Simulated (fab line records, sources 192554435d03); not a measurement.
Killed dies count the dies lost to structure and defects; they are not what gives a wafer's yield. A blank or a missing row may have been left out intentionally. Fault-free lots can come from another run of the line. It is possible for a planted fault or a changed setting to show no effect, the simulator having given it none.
Chamber matching ; flow n5 finfet ; N5_DUMMY_GATE_HM_OPEN_21 on rie diel-05 has 4 sister chambers
The step chemistry CH3F/O2, target SiNx, target depth 120 nm, time 171.4 s. 18 wafers are shown with their chamber, then 9 later ones without.

## WAFERS, EACH WITH ITS CHAMBER
wafer;chamber;showerhead plenum p Torr (Torr);drypump motor current A (A);throttle valve pct (%)
L074.1;1;2.04;5.6;16.39
L074.3;3;2.01;5.6;16.75
L074.6;3;2.01;5.6;16.73
L079.1;0;2.11;6.2;16.70
L079.3;1;2.04;5.6;16.39
L079.4;2;2.06;5.5;16.23
L080.2;2;2.06;5.4;16.22
L080.4;3;2.00;5.6;16.75
L080.5;0;2.11;6.2;16.73
L085.3;0;2.11;6.2;16.73
L085.5;2;2.06;5.4;16.23
L085.6;3;2.00;5.6;16.29
L086.1;0;2.11;6.2;16.74
L086.3;3;2.00;5.6;16.27
L086.4;1;2.04;5.6;16.44
L087.2;2;2.06;5.5;16.23
L087.3;0;2.11;6.2;16.76
L087.5;3;2.00;5.6;16.32

SIGNATURES (averages over the wafers above)
reading;chamber 0;chamber 1;chamber 2;chamber 3;scatter within a chamber
showerhead plenum p Torr;2.1100;2.0400;2.0600;2.0033;0.00309
drypump motor current A;6.200;5.600;5.450;5.600;0.0267
throttle valve pct;16.7320;16.4067;16.2275;16.5183;0.149
Rule: for each reading, subtract the chamber's mean from the wafer's reading, divide by that reading's scatter and square the result; add these up over the readings and take the root, which gives the wafer's distance from the chamber. The wafer belongs to the nearest chamber; if the next one is less than 2 further off, it can't be placed. The scatter is the square root of a quotient: the sum, over the shown wafers, of each reading's squared deviation from its chamber's mean, divided by wafers minus chambers.

## WAFERS WITH NO CHAMBER GIVEN
wafer;showerhead plenum p Torr (Torr);drypump motor current A (A);throttle valve pct (%)
L092.3;2.00;5.6;16.32
L092.4;2.05;5.5;16.26
L092.6;2.11;6.2;16.75
L095.2;2.00;5.6;16.32
L095.4;2.03;5.6;16.46
L095.6;2.05;5.5;16.28
L096.1;2.03;5.6;16.46
L096.5;2.10;6.2;16.76
L096.6;2.03;5.6;16.44

## EACH ONE'S CHAMBER
wafer;from the rows above;in truth
L092.3;3;3
L092.4;can't be placed: 2 or 1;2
L092.6;0;0
L095.2;3;3
L095.4;1;1
L095.6;can't be placed: 2 or 1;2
L096.1;1;1
L096.5;0;0
L096.6;1;1
Placed correctly: 7 of 9. Can't be placed from these rows: 2 (the true chamber is among the candidates in 2). Placed wrongly: 0.
